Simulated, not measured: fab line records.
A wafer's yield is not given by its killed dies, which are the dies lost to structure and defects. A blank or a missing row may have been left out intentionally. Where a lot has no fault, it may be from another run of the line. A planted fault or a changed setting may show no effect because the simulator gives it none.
A lot that was struck, set against a sound lot -- flow n5-finfet -- 42 out of 1938 route steps
Sound: the wafers L544.2, L544.3, L544.5. Struck: wafers L540.2, L540.5, L540.6. The cause comes at the end.
For every step that has rows: the tool of each side, followed by ch and its chambers, followed by its first start. Under that, the readings that differ: sound wafers -- struck wafers -- difference of the means -- sigmas: that difference in standard deviations of wafers without a fault.
alike: readings with means less than 2 such deviations apart, plus words and numbers identical on both sides. not compared: withheld readings, readings lacking a value on some wafer, bounds such as >300 that could conceal the same value, and numbers that have no deviation in the record and whose values overlap.
The two part at a step that has a row with sigmas, a row that says differs or no value, or rows on one side only. When numbers do not overlap yet have no deviation, they are printed without sigmas and do not part them. Lack of a reading on every wafer of one side parts them only where that side has two or more wafers.

first, 11 steps without rows for these wafers: N5_BEOL_M1_ALD_98 (deposits SiO2, target thk 2.5 nm, pulse time 1 s, co reactant pulse time 1 s); N5_BEOL_M1_ETCHBACK_99 (etches SiO2 in CHF3, target depth 5 nm, time 10.4 s); N5_BEOL_M1_ETCH_70 (etches SOC in N2/H2, target depth 80 nm, overetch 16 nm, time 120 s); N5_BEOL_M1_STRIP_71 (strips in N2/H2); N5_BEOL_M1_STRIP_78 (strips in N2/H2); N5_BEOL_M1_VIA_ETCH_34 (etches the open film in C4F6/O2, target depth 67.8 nm, time 64.4 s); N5_BEOL_M1_STRIP_83 (strips in C4F6/O2); N5_BEOL_M1_STRIP_36 (strips in N2/H2); N5_BEOL_M1_TRENCH_ETCH_37 (etches SiOC in C4F6/O2, target depth 55.207 nm, time 29 s); N5_BEOL_M1_ETCH_41 (etches SiCN in CH3F/O2, target depth 31.9 nm, time 57.8 s); N5_BEOL_M1_STRIP_97 (strips in N2/H2, time 10 s).
N5_BEOL_M1_HM_STRIP_39: strips TiN in peroxide tin strip, target depth 25 nm, time 158 s.
  sound on wet-bench-02 ch 2,3,5, day 10 16:31; struck on wet-bench-04 ch 5,6,7, day 9 10:37
  no value came back on the struck wafers for bath-guard-temp-C (C), bath-heat-duty-pct (%), temp-c (C), time-s (s); on the sound wafers bath-guard-temp-C (C) reads 49.5 49.9 49.3
reading,sound,struck,difference,sigmas
model.TiN_of_BEOL_M1_HM_DEP_02.thk-nm (nm),0 0 0,18 18 17.8,+18,
then, 1 step without rows for these wafers: N5_BEOL_M1_SRD_40 (time 30 s).
N5_BEOL_M1_PRECLEAN_42: cleans in residue remover, time 60 s.
  sound on wet-bench-02 ch 2,3,5, day 10 16:35; struck on wet-bench-04 ch 5,6,7, day 9 10:41
reading,sound,struck,difference,sigmas
model.TiN_of_BEOL_M1_HM_DEP_02.thk-nm (nm),0 0 0,7 7 6.8,+7,
  alike: temp-c
then, 25 steps without rows for these wafers: N5_BEOL_M1_SRD_43 (time 30 s); N5_BEOL_M1_DEGAS_44 (time 60 s); N5_BEOL_M1_PRE_CLEAN_45 (time 30 s); N5_BEOL_M1_ALD_84 (deposits TaN, pulse time 2 s, purge time 3 s, co reactant purge time 2 s); N5_BEOL_M1_SURFACE_TREAT_85; N5_BEOL_M1_CVD_47 (deposits Co from CCTBA/H2, target thk 3 nm, time 223.8 s); N5_BEOL_M1_SPUTTER_48 (material Cu, target thk 4.5 nm, time 8.29 s); N5_BEOL_M1_ANNEAL_49 (time 240 s); N5_BEOL_M1_SPUTTER_79 (material Cu, target thk 4.5 nm, time 8.29 s); N5_BEOL_M1_ANNEAL_80 (time 240 s); N5_BEOL_M1_SPUTTER_81 (material Cu, target thk 4.5 nm, time 8.29 s); N5_BEOL_M1_ANNEAL_82 (time 240 s); N5_BEOL_M1_SPUTTER_86 (material Cu, target thk 4.5 nm, time 8.29 s); N5_BEOL_M1_ANNEAL_87 (time 240 s); N5_BEOL_M1_SPUTTER_88 (material Cu, target thk 4.5 nm, time 8.29 s); N5_BEOL_M1_ANNEAL_89 (time 240 s); N5_BEOL_M1_SPUTTER_90 (material Cu, target thk 4.5 nm, time 8.29 s); N5_BEOL_M1_ANNEAL_91 (time 240 s); N5_BEOL_M1_SPUTTER_92 (material Cu, target thk 4.5 nm, time 8.29 s); N5_BEOL_M1_ANNEAL_93 (time 240 s); N5_BEOL_M1_SPUTTER_94 (material Cu, target thk 4.5 nm, time 8.29 s); N5_BEOL_M1_ANNEAL_95 (time 240 s); N5_BEOL_M1_SPUTTER_96 (material Cu, target thk 4.5 nm, time 8.29 s); N5_BEOL_M1_ECD_50 (material Cu, target thk 300 nm); N5_BEOL_M1_ANNEAL_51 (time 90 s).
N5_BEOL_M1_CMP_52: polishes, stops on SiOC, t overpolish 6.8 s, target thk 40 nm.
  sound on cmp-02 ch 0,3, day 10 19:29; struck on cmp-01 ch 2,3, day 9 14:29
reading,sound,struck,difference,sigmas
barrier-field-endpoint-s (s),23.7 24.2 23.9,33.1 33.2 33.7,+9.4,+15
  alike: motor-current-A
N5_BEOL_M4_RC_MEAS_101:
  sound on prober-01 ch 0, day 12 01:53; struck on prober-01 ch 0, day 10 17:32
  alike: DIBL_N, DIBL_P, IOFF_N, IOFF_P, ION_N, ION_P, SS_N, SS_P, VT_N, VT_P
-- record jumps: 4 days separate the struck wafers' starts on either side; left off in module BEOL_M4, taken up again in module PASSIVATION, whose first shown step is the route's number 1936 --
N5_PASSIVATION_PROBE_49:
  the record has rows for the struck wafers here (prober-01, day 14 19:32) and none for the sound ones

WHERE THEY PART
Earliest at N5_BEOL_M1_HM_STRIP_39; latest, in this record, at N5_PASSIVATION_PROBE_49.

WHY: what had been put in by the simulator
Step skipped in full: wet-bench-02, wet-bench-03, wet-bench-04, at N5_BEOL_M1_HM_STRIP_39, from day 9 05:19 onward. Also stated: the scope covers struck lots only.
